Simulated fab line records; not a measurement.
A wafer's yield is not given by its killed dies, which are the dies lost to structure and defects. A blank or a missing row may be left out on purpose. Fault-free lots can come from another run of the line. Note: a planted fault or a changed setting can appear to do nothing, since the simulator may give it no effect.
One fault through the eyes of 2 desks -- flow nand harc -- each desk holds nothing but its own numbers, with what lay behind them at the end

FOR THE TOOL OWNER'S DESK: pecvd-02
The tool's own readings at NHARC_A_DECK1_JOINT_DEP_16 (deposits SiO2, target thk 45 nm): means of the sampled wafers that have a number, for each lot that ran on this tool. The brackets show how far a lot's mean lies from the usual mean; more than 4 standard deviations puts the lot out of limits, marked OUT.
Columns: A = heater power w at NHARC_A_DECK1_JOINT_DEP_16, usual 530 W; B = throttle valve pct at NHARC_A_DECK1_JOINT_DEP_16, usual 15.8 %
lot,first seen here,A,B
L672,day 14 10:16,480,15.9
L676,day 16 00:41,485,16.0
L678,day 16 18:50,537,16.2
L682,day 18 13:32,490,15.9
L681,day 18 15:33,494,15.5
L685,day 19 15:23,554,15.5
L691,day 21 16:14,485,15.7
Finding of this desk: none of the 7 lots has anything out of limits.

FROM THE METROLOGY DESK
Means of the sampled wafers that have a number, per lot and without regard to the tool the lot ran on: this is what the gauges read. The brackets show how far a lot's mean lies from the usual mean; more than 4 standard deviations puts the lot out of limits, marked OUT.
Columns: A = thk nm at NHARC_A_DECK1_JOINT_THK_MEAS_17, usual 45.0 nm
lot,first seen here,A
L668,day 12 13:07,46.0
L669,day 12 23:10,43.9
L673,day 14 10:25,45.6
L672,day 14 10:33,44.2
L675,day 15 08:33,46.3
L674,day 15 08:38,43.8
L676,day 16 00:58,46.3
L679,day 16 19:05,44.6
L678,day 16 19:07,44.9
L682,day 18 13:49,35.7 (-8.5) OUT
L681,day 18 15:48,36.3 (-7.9) OUT
L685,day 19 15:39,29.8 (-14) OUT
L691,day 21 16:29,45.4
This desk finds L681, L682, L685 out of limits, L682 being first, at day 18 13:49 (thk nm at NHARC_A_DECK1_JOINT_THK_MEAS_17). In limits: L668, L669, L673, L672, L675, L674, L676, L679, L678, L691.

PUT TOGETHER
At day 18 13:49 the metrology desk could have sounded an alarm, on L681, L682, L685.
The tool owner's desk saw nothing out of limits.
The tool owner's desk has L681, L682, L685 on record, within its limits.
The lots listed all ran NHARC_A_DECK1_JOINT_DEP_16 on pecvd-02.

WHAT THE SIMULATOR HAD PUT IN
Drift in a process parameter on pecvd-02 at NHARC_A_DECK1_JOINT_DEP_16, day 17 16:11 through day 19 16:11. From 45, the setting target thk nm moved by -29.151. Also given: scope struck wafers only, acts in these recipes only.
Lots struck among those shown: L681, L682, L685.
Delay in hours, fault start to first out-of-limits reading, per desk: metrology desk 22.
